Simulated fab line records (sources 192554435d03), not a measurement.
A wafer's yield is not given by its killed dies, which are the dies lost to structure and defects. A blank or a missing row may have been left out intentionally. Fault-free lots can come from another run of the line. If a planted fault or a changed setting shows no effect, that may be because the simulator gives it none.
Lot-split experiment    flow n5-finfet    7 lots, 39 wafers read, on a route of 1938 steps

== THE SPLIT ==
At N5_FIN_SAQP_FIN_ETCH_36 (etches the open film in HBr/Cl2/O2, target depth 120 nm, time 50.4 s), the setting icp-w was moved away from the recipe's 800 W on 6 of the 39 wafers read, by -14.2% to +5.0%. This setting was run at the recipe's value on the other wafers.

== FROM THE SPLIT TO THE READING: what the file shows between them, 3 steps ==
- N5_FIN_SAQP_PRECLEAN_38: cleans in O3/DIW, time 45 s
- N5_FIN_SAQP_PRECLEAN_45: cleans in dHF, time 10 s
- N5_FIN_SAQP_SRD_39: time 30 s

== THE READING ==
trench-depth-nm, in nm, at N5_FIN_SAQP_OCD_MEAS_76. On this fab line, fault-free wafers typically give 120.3 nm with a standard deviation of 0.87 nm.

wafer   tool, chamber at the split  icp-w as run, W  against the recipe  trench-depth-nm, nm  against lot-mates on the recipe
L074.1  rie-si-02, 1                800              recipe              119.6                -
L074.2  rie-si-02, 2                840.1            +5.0%               121.1                +1.8
L074.3  rie-si-02, 0                840.1            +5.0%               123.1                +3.8
L074.4  rie-si-02, 3                800              recipe              118.7                -
L074.5  rie-si-02, 3                800              recipe              119.6                -
L074.6  rie-si-02, 0                840.1            +5.0%               123.5                +4.2
L076.1  rie-si-02, 1                686.1            -14.2%              111.5                -9.4
L076.2  rie-si-02, 2                686.1            -14.2%              109.9                -11.0
L076.3  rie-si-02, 3                800              recipe              120.2                -
L076.4  rie-si-02, 0                800              recipe              121.3                -
L076.5  rie-si-02, 0                800              recipe              121.3                -
L076.6  rie-si-02, 1                686.1            -14.2%              111.4                -9.5
L079.1  rie-si-05, 0                800              recipe              121.5                -
L079.3  rie-si-05, 2                800              recipe              121.7                -
L079.5  rie-si-05, 2                800              recipe              121.2                -
L083.1  rie-si-06, 2                800              recipe              119.7                -
L083.2  rie-si-06, 3                800              recipe              120.5                -
L083.3  rie-si-06, 0                800              recipe              120.8                -
L083.4  rie-si-06, 1                800              recipe              120.3                -
L083.5  rie-si-06, 3                800              recipe              120.7                -
L083.6  rie-si-06, 0                800              recipe              120.7                -
L089.1  rie-si-06, 0                800              recipe              120.9                -
L089.2  rie-si-06, 1                800              recipe              119.5                -
L089.3  rie-si-06, 2                800              recipe              120.4                -
L089.4  rie-si-06, 3                800              recipe              120.8                -
L089.5  rie-si-06, 0                800              recipe              122.1                -
L089.6  rie-si-06, 3                800              recipe              120.6                -
L094.1  rie-si-06, 3                800              recipe              120.4                -
L094.2  rie-si-06, 1                800              recipe              119.7                -
L094.3  rie-si-06, 0                800              recipe              121.2                -
L094.4  rie-si-06, 2                800              recipe              120.1                -
L094.5  rie-si-06, 3                800              recipe              119.9                -
L094.6  rie-si-06, 0                800              recipe              120.5                -
L096.1  rie-si-05, 0                800              recipe              120.6                -
L096.2  rie-si-05, 1,2              800              recipe              121.3                -
L096.3  rie-si-05, 1,2              800              recipe              121.3                -
L096.4  rie-si-05, 3                800              recipe              119.8                -
L096.5  rie-si-05, 1                800              recipe              120.6                -
L096.6  rie-si-05, 2                800              recipe              121.7                -
When a row names more than one chamber, that row covers several wafers, and the file does not tell which wafer ran in which chamber.

THE FIT
A straight line over all 39 wafers: trench-depth-nm changes by +0.641 nm for each +1% of icp-w; r = +0.95; the points scatter about the line by 0.87 nm.
The same after taking each lot's own level away (the mean of its wafers on the recipe; 39 wafers): +0.696 nm for each +1%; r = +0.98; scatter 0.63 nm.
Per that fit: largest icp-w move, reading shift of 9.9 nm.
The lots' own levels span 119.30 to 121.47 nm, that is 2.5 times the standard deviation above.
Hence the lot-to-lot level has little effect on the slope; both slopes agree.
Check: for one of the wafers moved furthest among these (-14.2%), held out of the fit, the line's prediction against its lot-mates is -10.1 nm. Against them it came out at -9.43 nm.

== THESE WAFERS: OTHER SPLITS ==
Before the reading, these wafers also passed through other splits. Each is held against what the fit with the lots' levels taken away leaves over:
other split on the same wafers  wafers away from the commonest value  r with trench-depth-nm (lot level and that fit taken away)
N5_FIN_SAQP_ALD_61 ald-cycles   12                                    +0.07

== THE WHOLE CHAIN: every reading that the file lists as answering this split, in the file's order ==
step                     what it does                                                          reading                                                                     change (the file's fit)                r (the file's)
N5_FIN_SAQP_FIN_ETCH_36  etches the open film in HBr/Cl2/O2, target depth 120 nm, time 50.4 s  etch.depth-nm (the simulator's own value, which no gauge read)              +0.689 nm for each +1% of the setting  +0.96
N5_FIN_SAQP_FIN_ETCH_36  etches the open film in HBr/Cl2/O2, target depth 120 nm, time 50.4 s  FIN_SAQP.feature-depth-nm (the simulator's own value, which no gauge read)  +0.689 nm for each +1% of the setting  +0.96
N5_FIN_SAQP_OCD_MEAS_76                                                                        trench-depth-nm                                                             +0.697 nm for each +1% of the setting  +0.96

== THE FILE'S OWN FIT ==
trench-depth-nm changes by +0.697 nm for each +1% of icp-w, r = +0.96.
